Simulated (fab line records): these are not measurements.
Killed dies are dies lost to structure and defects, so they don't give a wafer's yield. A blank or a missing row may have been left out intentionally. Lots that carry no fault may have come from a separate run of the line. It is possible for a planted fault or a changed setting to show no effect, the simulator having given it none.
Matching of chambers | flow nand harc | NHARC_A_STAIRCASE_ETCHBACK_157 on rie diel-05 has 4 sister chambers
The step etches the open film in CH3F/O2, target depth 90 nm, time 167.14 s. 14 wafers are shown with their chamber, then 7 later ones without.

## WAFERS, EACH WITH ITS CHAMBER
wafer  | chamber | showerhead plenum p Torr (Torr) | rf vpp V (V) | rf fwd power W (W)
L076.1 | 1       | 2.60                            | 246.8        | 495.1
L076.3 | 3       | 2.63                            | 247.2        | 501.4
L076.5 | 1       | 2.60                            | 244.4        | 496.8
L079.1 | 0       | 2.48                            | 245.7        | 499.8
L079.3 | 1       | 2.60                            | 246.4        | 499.1
L079.5 | 0       | 2.48                            | 245.2        | 499.9
L086.1 | 2       | 2.49                            | 243.8        | 499.6
L086.2 | 0       | 2.48                            | 246.4        | 499.8
L086.6 | 3       | 2.62                            | 246.0        | 496.1
L089.2 | 2       | 2.48                            | 243.8        | 495.9
L089.4 | 1       | 2.59                            | 246.4        | 498.9
L089.5 | 3       | 2.61                            | 246.6        | 497.9
L092.1 | 2       | 2.48                            | 245.4        | 497.8
L092.2 | 3       | 2.61                            | 247.9        | 496.8

SIGNATURES, as means of the wafers listed above
reading                  | chamber 0 | chamber 1 | chamber 2 | chamber 3 | scatter within a chamber
showerhead plenum p Torr | 2.4800    | 2.5975    | 2.4833    | 2.6175    | 0.00645
rf vpp V                 | 245.767   | 246.000   | 244.333   | 246.925   | 0.891
rf fwd power W           | 499.833   | 497.475   | 497.767   | 498.050   | 1.85
Rule: for a wafer and a chamber, the distance is found by dividing, reading by reading, the gap between the wafer's reading and the chamber's mean by the reading's scatter, squaring, summing and taking the root. The wafer belongs to the nearest chamber; if the next one is less than 2 further off, it can't be placed. The scatter is the square root of a quotient: the sum, over the shown wafers, of each reading's squared deviation from its chamber's mean, divided by wafers minus chambers.

## WAFERS WHOSE CHAMBER IS MISSING
wafer  | showerhead plenum p Torr (Torr) | rf vpp V (V) | rf fwd power W (W)
L092.5 | 2.58                            | 245.9        | 492.1
L095.3 | 2.60                            | 245.5        | 496.4
L095.4 | 2.47                            | 246.4        | 496.7
L095.5 | 2.58                            | 246.8        | 495.0
L096.1 | 2.60                            | 246.8        | 498.0
L096.4 | 2.58                            | 246.6        | 495.7
L096.5 | 2.58                            | 247.1        | 496.5

## EACH ONE'S CHAMBER
wafer  | from the rows above     | in truth
L092.5 | 1                       | 1
L095.3 | 1                       | 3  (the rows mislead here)
L095.4 | can't be placed: 0 or 2 | 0
L095.5 | 1                       | 1
L096.1 | can't be placed: 1 or 3 | 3
L096.4 | 1                       | 1
L096.5 | 1                       | 1
Correctly placed: 4 of 7. These rows do not allow placing 2 (true chamber among the candidates in 2). Number placed wrongly: 1.
